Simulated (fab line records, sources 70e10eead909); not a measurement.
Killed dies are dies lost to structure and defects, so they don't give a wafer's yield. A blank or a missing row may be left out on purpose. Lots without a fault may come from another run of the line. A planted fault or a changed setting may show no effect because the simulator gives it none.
Which tool did it? | flow nand_harc | 12 lots, 36 wafers sampled, at 5 steps of a route of 1159

WHAT THE GAUGES READ, wafer by wafer
NHARC_A_BONDPAD_THK_MEAS_30: measures by ellipsometry. Usual: thk_nm 199.9 nm, standard deviation 1.5.
lot  | measured     | on            | thk_nm (nm)       | flag
L482 | day 17 23:45 | film_metro-01 | 199.7 201.6 199.7 |
L485 | day 18 04:35 | film_metro-02 | 201.7 201.4 200.1 |
L486 | day 19 02:02 | film_metro-01 | 198.9 199.2 199.5 |
L488 | day 20 08:20 | film_metro-02 | 198.8 201.4 197.4 |
L498 | day 21 15:29 | film_metro-01 | 199.5 199.3 198.4 |
L497 | day 22 06:52 | film_metro-02 | 200.2 196.9 199.1 |
L501 | day 22 15:15 | film_metro-02 | 201.8 201.2 204.1 |
L500 | day 22 20:37 | film_metro-02 | 199.9 200.4 201.4 |
L499 | day 22 20:20 | film_metro-01 | 198.4 200.5 199.2 |
L503 | day 23 06:07 | film_metro-02 | 197.6 200.6 202.1 |
L505 | day 23 08:47 | film_metro-01 | 201.4 200.0 200.3 |
L504 | day 24 02:07 | film_metro-02 | 200.4 200.3 201.5 |

NHARC_END_SORT_01. Usual: defect_limited_yield 95.2 %, standard deviation 1.4; killed_at_array 28, standard deviation 8.9; killed_at_other 0.8, standard deviation 1.2; killed_at_periphery 3.3, standard deviation 2.3; killed_dies 32, standard deviation 9.4; killed_open 3.2, standard deviation 1.8; killed_short 1.9, standard deviation 1.4; sort_bin_2_pct 1.4 %, standard deviation 0.56; sort_bin_3_pct 0.26 %, standard deviation 0.21; sort_bin_4_pct 3.1 %, standard deviation 1; sort_n_pass 645, standard deviation 9.4; sort_rim_yield_pct 95.7 %, standard deviation 2.4; sort_yield_pct 95.2 %, standard deviation 1.4.
lot  | measured     | on        | defect_limited_yield (%) | killed_at_array | killed_at_other | killed_at_periphery | killed_dies | killed_open | killed_short | sort_bin_2_pct (%) | sort_bin_3_pct (%) | sort_bin_4_pct (%) | sort_n_pass | sort_rim_yield_pct (%) | sort_yield_pct (%) | flag
L486 | day 20 11:47 | prober-02 | 0 0 95.9                 | 673 669 20      | 0 1 0           | 4 7 8               | 677 677 28  | 2 1 4       | 2 1 2        | 97.6 97.0 2.4      | 0 0.44 0.30        | 2.4 2.5 1.5        | 0 0 649     | 0 0 98.1               | 0 0 95.9           | OFF
L488 | day 21 23:24 | prober-02 | 0 0 94.1                 | 673 676 38      | 0 0 0           | 4 1 2               | 677 677 40  | 4 3 3       | 0 1 2        | 96.5 95.0 1.8      | 0.15 0.44 0.30     | 3.4 4.6 3.8        | 0 0 637     | 0 0 96.2               | 0 0 94.1           | OFF

WHICH TOOL RAN EACH LOT (tool, then ch and the chambers of the sampled wafers, then the start)
lot  | NHARC_A_M1_STRIP_18                | NHARC_A_BONDPAD_PVD_27       | NHARC_THIN_TSV_DEGAS_53
L482 | rie_diel-13 ch 1,2,3, day 17 20:12 | pvd_sputter-03, day 18 01:43 | pvd_sputter-02, day 18 23:54
L485 | rie_diel-13 ch 0,2,3, day 18 01:02 | pvd_sputter-02, day 18 06:42 | pvd_sputter-03, day 19 03:28
L486 | rie_diel-13 ch 2,3, day 18 22:17   | pvd_sputter-01, day 19 04:01 | pvd_sputter-01, day 19 23:24
L488 | rie_diel-03 ch 0,1,3, day 20 04:47 | pvd_sputter-01, day 20 10:25 | pvd_sputter-01, day 21 06:47
L498 | rie_diel-13 ch 1,3, day 21 11:01   | pvd_sputter-03, day 21 17:25 | pvd_sputter-02, day 22 15:38
L497 | rie_diel-13 ch 1,2, day 22 03:13   | pvd_sputter-03, day 22 09:19 | pvd_sputter-03, day 23 07:08
L501 | rie_diel-12 ch 1,3, day 22 11:27   | pvd_sputter-02, day 22 17:20 | pvd_sputter-02, day 23 13:11
L500 | rie_diel-13 ch 1,2, day 22 16:24   | pvd_sputter-01, day 22 22:37 | pvd_sputter-02, day 23 19:26
L499 | rie_diel-12 ch 0,2,3, day 22 16:40 | pvd_sputter-01, day 22 22:17 | pvd_sputter-02, day 23 18:25
L503 | rie_diel-03 ch 0,1,3, day 23 02:38 | pvd_sputter-02, day 23 08:08 | pvd_sputter-01, day 24 02:52
L505 | rie_diel-12 ch 0,1,2, day 23 05:03 | pvd_sputter-03, day 23 10:44 | pvd_sputter-01, day 24 04:12
L504 | rie_diel-13 ch 1,2, day 23 22:28   | pvd_sputter-02, day 24 04:05 | pvd_sputter-01, day 24 22:41
- NHARC_A_M1_STRIP_18: strips in N2/H2.
- NHARC_A_BONDPAD_PVD_27: deposits Cu, target thk 30 nm, time 20.49 s.
- NHARC_THIN_TSV_DEGAS_53: time 60 s.

WHAT THE TOOLS THEMSELVES READ (means of the sampled wafers that have a number; where no wafer has one, the mark that the record gives instead)
NHARC_A_M1_STRIP_18. Usual: drypump_motor_current_A 6.0 A, standard deviation 0.36; h2_flow_sccm 150.0 sccm, standard deviation 0.46; n2_flow_sccm 150.0 sccm, standard deviation 0.43; oes_product_au 0.999 a.u., standard deviation 0.0082; rf_vpp_V 90.6 V, standard deviation 0.87; showerhead_plenum_p_Torr 2.02 Torr, standard deviation 0.078; throttle_valve_pct 14.172 %, standard deviation 0.0084.
lot  | tool        | drypump_motor_current_A (A) | h2_flow_sccm (sccm) | n2_flow_sccm (sccm) | oes_product_au (a.u.) | rf_vpp_V (V) | showerhead_plenum_p_Torr (Torr) | throttle_valve_pct (%) | flag
L482 | rie_diel-13 | 6.2                         | 149.9               | 149.9               | 1.010                 | 91.5         | 2.05                            | 14.180                 |
L485 | rie_diel-13 | 6.3                         | 150.3               | 149.7               | 0.998                 | 90.3         | 2.03                            | 14.184                 |
L486 | rie_diel-13 | 6.4                         | 149.5               | 149.7               | 0.998                 | 90.9         | 2.11                            | 14.174                 |
L488 | rie_diel-03 | 6.0                         | 150.3               | 150.2               | 1.005                 | 89.5         | 1.97                            | 14.167                 |
L498 | rie_diel-13 | 6.2                         | 149.8               | 150.4               | 1.007                 | 90.6         | 2.02                            | 14.161                 |
L497 | rie_diel-13 | 6.1                         | 149.9               | 149.8               | 0.999                 | 91.3         | 2.07                            | 14.162                 |
L501 | rie_diel-12 | 5.8                         | 149.9               | 149.9               | 0.999                 | 90.6         | 2.01                            | 14.178                 |
L500 | rie_diel-13 | 5.8                         | 149.9               | 149.8               | 1.005                 | 90.0         | 2.02                            | 14.174                 |
L499 | rie_diel-12 | 5.7                         | 149.8               | 149.9               | 0.994                 | 91.0         | 2.00                            | 14.171                 |
L503 | rie_diel-03 | 6.0                         | 150.4               | 150.5               | 1.012                 | 90.3         | 1.97                            | 14.169                 |
L505 | rie_diel-12 | 5.9                         | 149.9               | 149.6               | 0.992                 | 91.0         | 2.07                            | 14.175                 |
L504 | rie_diel-13 | 5.9                         | 150.4               | 149.9               | 0.993                 | 90.4         | 2.02                            | 14.173                 |

NHARC_A_BONDPAD_PVD_27. Usual: throttle_valve_pct 30.0 %, standard deviation 0.91.
lot  | tool           | throttle_valve_pct (%) | flag
L482 | pvd_sputter-03 | 32.2                   |
L485 | pvd_sputter-02 | 29.6                   |
L486 | pvd_sputter-01 | 29.4                   |
L488 | pvd_sputter-01 | 29.7                   |
L498 | pvd_sputter-03 | 31.3                   |
L497 | pvd_sputter-03 | 30.6                   |
L501 | pvd_sputter-02 | 29.9                   |
L500 | pvd_sputter-01 | 29.7                   |
L499 | pvd_sputter-01 | 29.9                   |
L503 | pvd_sputter-02 | 29.5                   |
L505 | pvd_sputter-03 | 31.4                   |
L504 | pvd_sputter-02 | 29.6                   |

NHARC_THIN_TSV_DEGAS_53. Usual: heater_power_w 442 W, standard deviation 39.
lot  | tool           | heater_power_w (W) | flag
L482 | pvd_sputter-02 | 422                |
L485 | pvd_sputter-03 | 462                |
L486 | pvd_sputter-01 | 430                |
L488 | pvd_sputter-01 | 464                |
L498 | pvd_sputter-02 | 422                |
L497 | pvd_sputter-03 | 493                |
L501 | pvd_sputter-02 | 441                |
L500 | pvd_sputter-02 | 435                |
L499 | pvd_sputter-02 | 424                |
L503 | pvd_sputter-01 | 420                |
L505 | pvd_sputter-01 | 457                |
L504 | pvd_sputter-01 | 394                |

THE ANSWER, worked out from the rows above alone
Rule: a lot is off if the mean of its wafers that have a number lies more than 3 standard deviations from the usual mean. A lot without any number at a reading at which 4 lots or more have one is off too. The other lots that the step has rows for count as sound. The gauges are gone through in route order, then the tools' own readings, and for those a lot's mean is taken as printed above. The first step at which some lot is off is used, and at that step the reading that is off furthest; a lot without a number counts as furthest.
Off: L486, L488, at NHARC_END_SORT_01 (sort_bin_2_pct). Neither off nor sound, because the step has no rows for them: L482, L485, L498, L497, L501, L500, L499, L503, L505, L504.
A tool fits if, at a process step before that reading, it ran every lot that is off, and no sound lot after the first of them. The gauges at NHARC_END_SORT_01 are tried like those tools. Can't be told from this: 2 tools fit, pvd_sputter-01 at NHARC_A_BONDPAD_PVD_27 and NHARC_THIN_TSV_DEGAS_53, prober-02 at NHARC_END_SORT_01.

WHAT THE SIMULATOR HAD PUT IN
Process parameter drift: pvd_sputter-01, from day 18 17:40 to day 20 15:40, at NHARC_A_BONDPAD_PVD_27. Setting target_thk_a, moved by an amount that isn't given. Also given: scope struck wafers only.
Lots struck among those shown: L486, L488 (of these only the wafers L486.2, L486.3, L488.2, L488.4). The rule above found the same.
